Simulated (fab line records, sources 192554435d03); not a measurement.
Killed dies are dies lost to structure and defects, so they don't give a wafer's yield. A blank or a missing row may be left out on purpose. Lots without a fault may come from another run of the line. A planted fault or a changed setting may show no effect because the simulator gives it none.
Split-lot experiment | flow n5_finfet | 7 lots, 39 wafers read, on a route of 1938 steps

THE SPLIT
At N5_SDB_HM_DEP_00 (deposits SiNx from SiH4/NH3/N2, target thk 40 nm, time 35.3 s), the setting target_thk_a was moved away from the recipe's 400 angstrom on 15 of the 39 wafers read, by -58.8% to -28.0%. The other wafers ran this setting at the recipe's value.

FROM THE SPLIT TO THE READING: what the file shows between them, 4 steps
- N5_SDB_COAT_03: time 60 s, resist thk 100 nm
- N5_SDB_COAT_04: time 60 s, resist thk 18 nm
- N5_SDB_STRIP_19: strips in N2/H2
- N5_SDB_STRIP_21: strips in CF4

THE READING
oes_product_au, in a.u., at N5_SDB_HM_OPEN_20 (chemistry CH3F/O2, target SiNx, stops on poly-Si, target depth 24 nm). Fault-free wafers of this fab line usually give 0.65 a.u., standard deviation 0.067 a.u..

wafer  | tool, chamber at the split | target_thk_a as run, angstrom | against the recipe | oes_product_au, a.u. | against lot-mates on the recipe
L074.1 | pecvd-02, 2,0              | 400                           | recipe             | 0.74                 | -
L074.2 | pecvd-02, 0                | 400                           | recipe             | 0.75                 | -
L074.3 | pecvd-02, 1                | 164.7                         | -58.8%             | 0.27                 | -0.47
L074.4 | pecvd-02, 1,2              | 164.7                         | -58.8%             | 0.27                 | -0.47
L074.5 | pecvd-02, 1,2              | 164.7                         | -58.8%             | 0.35                 | -0.39
L074.6 | pecvd-02, 2,0              | 400                           | recipe             | 0.74                 | -
L080.1 | pecvd-03, 2                | 400                           | recipe             | 0.63                 | -
L080.4 | pecvd-03, 0                | 400                           | recipe             | 0.68                 | -
L080.6 | pecvd-03, 2                | 400                           | recipe             | 0.64                 | -
L087.1 | pecvd-03, 0                | 288                           | -28.0%             | 0.52                 | -0.08
L087.2 | pecvd-03, 1                | 400                           | recipe             | 0.55                 | -
L087.3 | pecvd-03, 2,0              | 288                           | -28.0%             | 0.52                 | -0.08
L087.4 | pecvd-03, 2,0              | 288                           | -28.0%             | 0.53                 | -0.07
L087.5 | pecvd-03, 1                | 400                           | recipe             | 0.56                 | -
L087.6 | pecvd-03, 2                | 400                           | recipe             | 0.70                 | -
L088.1 | pecvd-03, 2,0              | 217.2                         | -45.7%             | 0.42                 | -0.19
L088.2 | pecvd-03, 2,0              | 217.2                         | -45.7%             | 0.40                 | -0.21
L088.3 | pecvd-03, 1                | 400                           | recipe             | 0.54                 | -
L088.4 | pecvd-03, 1                | 400                           | recipe             | 0.59                 | -
L088.5 | pecvd-03, 0                | 400                           | recipe             | 0.70                 | -
L088.6 | pecvd-03, 2                | 217.2                         | -45.7%             | 0.33                 | -0.28
L090.1 | pecvd-03, 1,2              | 400                           | recipe             | 0.56                 | -
L090.2 | pecvd-03, 2                | 400                           | recipe             | 0.67                 | -
L090.3 | pecvd-03, 0                | 400                           | recipe             | 0.58                 | -
L090.4 | pecvd-03, 0,1              | 400                           | recipe             | 0.74                 | -
L090.5 | pecvd-03, 0,1              | 400                           | recipe             | 0.74                 | -
L090.6 | pecvd-03, 1,2              | 400                           | recipe             | 0.55                 | -
L095.1 | pecvd-02, 1                | 400                           | recipe             | 0.68                 | -
L095.2 | pecvd-02, 2                | 185.5                         | -53.6%             | 0.41                 | -0.30
L095.3 | pecvd-02, 0                | 185.5                         | -53.6%             | 0.33                 | -0.38
L095.4 | pecvd-02, 2                | 185.5                         | -53.6%             | 0.36                 | -0.35
L095.5 | pecvd-02, 0                | 400                           | recipe             | 0.78                 | -
L095.6 | pecvd-02, 1                | 400                           | recipe             | 0.68                 | -
L096.1 | pecvd-03, 0                | 277.7                         | -30.6%             | 0.56                 | -0.11
L096.2 | pecvd-03, 1                | 277.7                         | -30.6%             | 0.47                 | -0.20
L096.3 | pecvd-03, 2                | 400                           | recipe             | 0.67                 | -
L096.4 | pecvd-03, 1                | 400                           | recipe             | 0.68                 | -
L096.5 | pecvd-03, 2                | 400                           | recipe             | 0.67                 | -
L096.6 | pecvd-03, 0                | 277.7                         | -30.6%             | 0.56                 | -0.11
Where a row lists several chambers, the file gives one row for several wafers and doesn't say which wafer went through which chamber.

THE FIT
A straight line over all 39 wafers: oes_product_au changes by +0.00573 a.u. for each +1% of target_thk_a; r = +0.90; the points scatter about the line by 0.064 a.u..
The same after taking each lot's own level away (the mean of its wafers on the recipe; 39 wafers): +0.0063 a.u. for each +1%; r = +0.91; scatter 0.064 a.u..
On that fit, the largest move of target_thk_a shifts the reading by 0.37 a.u..
The lots' own levels span 0.603 to 0.743 a.u., that is 2.1 times the standard deviation above.
So the lot-to-lot level changes the slope little: the two slopes agree.
Check: with one of the wafers moved furthest among these (-58.8%) left out of the fit, the line predicts -0.346 a.u. for it against its lot-mates. It came out at -0.473 a.u. against them.

OTHER SPLITS ON THESE WAFERS
These wafers also went through other splits before the reading. Each is held against what the fit with the lots' levels taken away leaves over:
other split on the same wafers       | wafers away from the commonest value | r with oes_product_au (lot level and that fit taken away)
N5_FIN_SAQP_HM_DEP_03 target_thk_a   | 15                                   | +0.16
N5_DUMMY_GATE_HM_DEP_06 target_thk_a | 18                                   | -0.21

THE WHOLE CHAIN: every reading that the file lists as answering this split, in the file's order
step               | what it does                                                              | reading                                                                       | change (the file's fit)                                                               | r (the file's)
N5_SDB_HM_DEP_00   | deposits SiNx from SiH4/NH3/N2, target thk 40 nm, time 35.3 s             | SiNx_of_SDB_HM_DEP_00.thk_nm (the simulator's own value, which no gauge read) | +0.404 nm for each +1% of the setting                                                 | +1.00
N5_SDB_HM_OPEN_20  | chemistry CH3F/O2, target SiNx, stops on poly-Si, target depth 24 nm      | oes_product_au                                                                | +0.00609 a.u. for each +1% of the setting                                             | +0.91
N5_SDB_HM_OPEN_20  | chemistry CH3F/O2, target SiNx, stops on poly-Si, target depth 24 nm      | etch.depth_nm (the simulator's own value, which no gauge read)                | not straight: 0.3518 at the lowest setting, 24.14 at the recipe, 24.14 at the highest | not given
N5_SDB_CUT_ETCH_26 | etches Si in HBr/Cl2/O2, target depth 129.6 nm, bt time 20 s, time 51.8 s | SiNx_of_SDB_HM_DEP_00.thk_nm (the simulator's own value, which no gauge read) | +0.394 nm for each +1% of the setting                                                 | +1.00

THE FILE'S OWN FIT
oes_product_au changes by +0.00609 a.u. for each +1% of target_thk_a, r = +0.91.
